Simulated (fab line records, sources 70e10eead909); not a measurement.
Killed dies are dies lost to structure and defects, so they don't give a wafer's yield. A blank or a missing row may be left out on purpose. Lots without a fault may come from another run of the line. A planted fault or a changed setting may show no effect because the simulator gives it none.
Chamber matching | flow nand_harc | NHARC_A_CHANNEL_FILL_D1_ETCHBACK_19 on rie_si-03: 4 sister chambers
The step etches the open film in HBr/Cl2, target depth 5 nm, time 1.7 s. 16 wafers are shown with their chamber, then 8 later ones without.

WAFERS WITH THEIR CHAMBER
wafer  | chamber | drypump_motor_current_A (A) | throttle_valve_pct (%) | bias_w (W)
L074.1 | 0       | 5.7                         | 26.415                 | 100.3
L074.3 | 3       | 6.1                         | 26.395                 | 100.2
L074.4 | 2       | 5.3                         | 26.396                 | 99.4
L080.1 | 1       | 6.1                         | 26.407                 | 100.5
L080.3 | 0       | 5.7                         | 26.411                 | 100.6
L080.6 | 2       | 5.3                         | 26.409                 | 99.7
L082.1 | 0       | 5.7                         | 26.396                 | 100.0
L082.4 | 2       | 5.3                         | 26.387                 | 99.6
L082.5 | 1       | 6.2                         | 26.412                 | 99.9
L085.2 | 1       | 6.1                         | 26.406                 | 100.2
L085.3 | 2       | 5.3                         | 26.402                 | 100.0
L085.4 | 3       | 6.1                         | 26.387                 | 99.9
L089.2 | 3       | 6.2                         | 26.392                 | 99.8
L089.5 | 1       | 6.1                         | 26.406                 | 99.6
L089.6 | 0       | 5.7                         | 26.401                 | 99.7
L091.2 | 1       | 6.1                         | 26.391                 | 99.8

SIGNATURES (means of the wafers above)
reading                 | chamber 0 | chamber 1 | chamber 2 | chamber 3 | scatter within a chamber
drypump_motor_current_A | 5.700     | 6.120     | 5.300     | 6.133     | 0.035
throttle_valve_pct      | 26.40575  | 26.40440  | 26.39850  | 26.39133  | 0.00803
bias_w                  | 100.150   | 100.000   | 99.675    | 99.967    | 0.319
Rule: a wafer's distance from a chamber is the root of the sum, over the readings, of the square of ((its reading less the chamber's mean) divided by the reading's scatter). The wafer belongs to the nearest chamber; if the next one is less than 2 further off, it can't be placed. The scatter: the root of (the sum of the squares of (reading less its chamber's mean) over the shown wafers, divided by (wafers less chambers)).

WAFERS WITHOUT THEIR CHAMBER
wafer  | drypump_motor_current_A (A) | throttle_valve_pct (%) | bias_w (W)
L091.5 | 5.3                         | 26.413                 | 99.9
L091.6 | 6.2                         | 26.406                 | 99.7
L094.1 | 5.3                         | 26.409                 | 100.5
L094.2 | 6.1                         | 26.403                 | 99.7
L094.3 | 5.7                         | 26.413                 | 100.2
L096.2 | 5.3                         | 26.397                 | 99.8
L096.4 | 6.1                         | 26.406                 | 99.7
L096.5 | 6.2                         | 26.396                 | 99.9

WHICH CHAMBER EACH WENT THROUGH
wafer  | from the rows above     | in truth
L091.5 | 2                       | 2
L091.6 | can't be placed: 1 or 3 | 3
L094.1 | 2                       | 2
L094.2 | can't be placed: 1 or 3 | 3
L094.3 | 0                       | 0
L096.2 | 2                       | 2
L096.4 | can't be placed: 1 or 3 | 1
L096.5 | can't be placed: 3 or 1 | 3
Placed correctly: 4 of 8. Can't be placed from these rows: 4 (the true chamber is among the candidates in 4). Placed wrongly: 0.
